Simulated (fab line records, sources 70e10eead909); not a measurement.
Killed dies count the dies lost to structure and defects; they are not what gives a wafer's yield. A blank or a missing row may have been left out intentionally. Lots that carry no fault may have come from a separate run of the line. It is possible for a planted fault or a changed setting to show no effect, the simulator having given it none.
A lot that was struck, set against a sound lot + flow nand harc + 14 out of 1159 route steps
Sound: these wafers, L785.2, L785.3, L785.5. Struck: wafer L779.4 (L779.3, L779.5, from the same lot, were not struck and are left out); the cause is given at the end.
Per side, at each step with rows, come the tool, then ch with its chambers, and then its first start. Under that, the readings that differ: sound wafers + struck wafers + difference of the means + sigmas: that difference in standard deviations of wafers without a fault.
alike: readings with means less than 2 such deviations apart, plus words and numbers identical on both sides. not compared: withheld readings, readings lacking a value on some wafer, bounds such as >300 that could conceal the same value, and numbers that have no deviation in the record and whose values overlap.
A row with sigmas, a row that says differs or no value, or rows on one side alone: a step with any of these is where the two part. Non-overlapping numbers with no deviation appear without sigmas and do not part them. Lack of a reading on every wafer of one side parts them only where that side has two or more wafers.

NHARC_A_SOURCE_PLATE_THK_MEAS_09: measures by ellipsometry.
  sound on film metro-01, day 10 21:59; struck on film metro-02, day 8 23:11
  alike: thk nm
then, 3 steps without rows for these wafers: NHARC_A_SOURCE_PLATE_PVD_04 (deposits WSi2, target thk 50 nm); NHARC_A_SOURCE_PLATE_CVD_03 (deposits poly-Si, target thk 200 nm, time 4000 s); NHARC_A_SOURCE_PLATE_ANNEAL_05 (time 1800 s).
NHARC_A_SOURCE_PLATE_THK_MEAS_06: measures by ellipsometry.
  sound on film metro-02, day 11 12:12; struck on film metro-02, day 9 12:39
| reading     | sound             | struck | difference | sigmas |
|-------------|-------------------|--------|------------|--------|
| thk nm (nm) | 196.1 195.0 194.9 | 202.8  | +7.5       | +3     |
NHARC_A_SOURCE_PLATE_INSPECT_08:
  sound on defect inspect-01, day 11 12:16; struck on defect inspect-02, day 9 12:43
  alike: raw defect count
after that, 1 step with no rows for these wafers: NHARC_A_ONON_D1_DEP_00 (target thk 1000 nm).
NHARC_A_ONON_D1_THK_MEAS_02: measures by ellipsometry.
  sound on film metro-01, day 11 12:50; struck on film metro-01, day 9 13:17
  alike: thk nm
after that, 1 step with no rows for these wafers: NHARC_A_ONON_D1_DEP_03 (target thk 1000 nm).
NHARC_A_ONON_D1_THK_MEAS_05: measures by ellipsometry.
  sound on film metro-02, day 11 13:26; struck on film metro-02, day 9 13:52
  alike: thk nm
NHARC_A_ONON_D1_DEP_06: target thk 1000 nm.
  sound on pecvd onon-02 ch 0, day 11 13:32; struck on pecvd onon-04 ch 0, day 9 14:02
NHARC_A_ONON_D1_THK_MEAS_08: measures by ellipsometry.
  sound on film metro-02, day 11 14:00; struck on film metro-01, day 9 14:26
| reading     | sound          | struck | difference | sigmas |
|-------------|----------------|--------|------------|--------|
| thk nm (nm) | 1007 1008 1006 | 1838   | +831       | +89    |
after that, 1 step with no rows for these wafers: NHARC_A_ONON_D1_DEP_09 (target thk 1000 nm).
-- break in the record here, with 13 days between the starts of the struck wafers on either side (left off in module A_ONON_D1, picked up again in module END, where the first step shown is number 1159 on the route) --
NHARC_END_SORT_01:
  the record has rows for the struck wafers here (prober-01 ch 0, day 22 03:43) and none for the sound ones

WHERE THEY PART
At NHARC_A_SOURCE_PLATE_THK_MEAS_06 first; at NHARC_END_SORT_01 last (within this record only).

WHY: what the simulator had put in
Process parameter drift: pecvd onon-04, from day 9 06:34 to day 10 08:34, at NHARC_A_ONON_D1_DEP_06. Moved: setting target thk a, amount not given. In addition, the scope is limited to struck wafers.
